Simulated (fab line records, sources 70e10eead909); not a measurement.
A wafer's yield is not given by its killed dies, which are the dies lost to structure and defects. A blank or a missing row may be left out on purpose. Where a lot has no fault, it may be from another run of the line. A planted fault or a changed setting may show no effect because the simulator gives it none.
Matching of chambers	flow nandHarc	4 sister chambers for NHARC_A_SGD_CUT_ETCHBACK_24 on rieDiel-04
The step etches the open film in CH3F/O2, target depth 50 nm, time 92.857 s. 16 wafers are shown with their chamber, then 8 later ones without.

WAFERS WITH THEIR CHAMBER
wafer	chamber	drypumpMotorCurrentA (A)	rfVppV (V)	oesProductAu (a.u.)
L077.2	3	5.6	244.7	0.98
L077.3	2	4.8	243.2	0.98
L077.6	0	5.5	245.2	0.97
L078.1	1	6.1	246.3	0.93
L078.3	0	5.5	245.5	0.91
L078.5	1	6.1	244.9	0.92
L084.3	0	5.5	245.3	1.00
L084.4	1	6.0	246.1	0.99
L084.6	3	5.6	243.8	1.00
L087.4	1	6.0	244.4	0.99
L087.5	2	4.8	243.3	0.99
L087.6	3	5.6	243.9	0.99
L088.2	3	5.6	245.2	0.99
L088.4	2	4.9	243.7	0.99
L088.5	2	4.8	243.3	0.99
L092.3	2	4.9	243.8	0.97

SIGNATURES (averages over the wafers above)
reading	chamber 0	chamber 1	chamber 2	chamber 3	scatter within a chamber
drypumpMotorCurrentA	5.500	6.050	4.840	5.600	0.0428
rfVppV	245.333	245.425	243.460	244.400	0.593
oesProductAu	0.9600	0.9575	0.9840	0.9900	0.0274
Rule: a wafer's distance from a chamber is the root of the sum, over the readings, of the square of ((its reading less the chamber's mean) divided by the reading's scatter). If the next closest chamber is less than 2 further off than the closest, the wafer can't be placed; otherwise it belongs to the closest. The scatter: the root of (the sum of the squares of (reading less its chamber's mean) over the shown wafers, divided by (wafers less chambers)).

WAFERS WITHOUT THEIR CHAMBER
wafer	drypumpMotorCurrentA (A)	rfVppV (V)	oesProductAu (a.u.)
L092.4	6.0	244.7	1.00
L092.6	5.5	245.8	0.98
L095.1	6.1	246.8	0.99
L095.5	4.8	243.3	0.98
L095.6	5.6	243.5	0.98
L096.1	6.0	243.5	1.00
L096.2	5.6	244.5	1.00
L096.4	4.8	242.2	0.98

THE CHAMBER EACH PASSED THROUGH
wafer	from the rows above	in truth
L092.4	1	1
L092.6	0	0
L095.1	1	1
L095.5	2	2
L095.6	3	3
L096.1	1	1
L096.2	3	3
L096.4	2	2
Correctly placed: 8 of 8. Number that these rows cannot place: 0. Wrongly placed: 0.
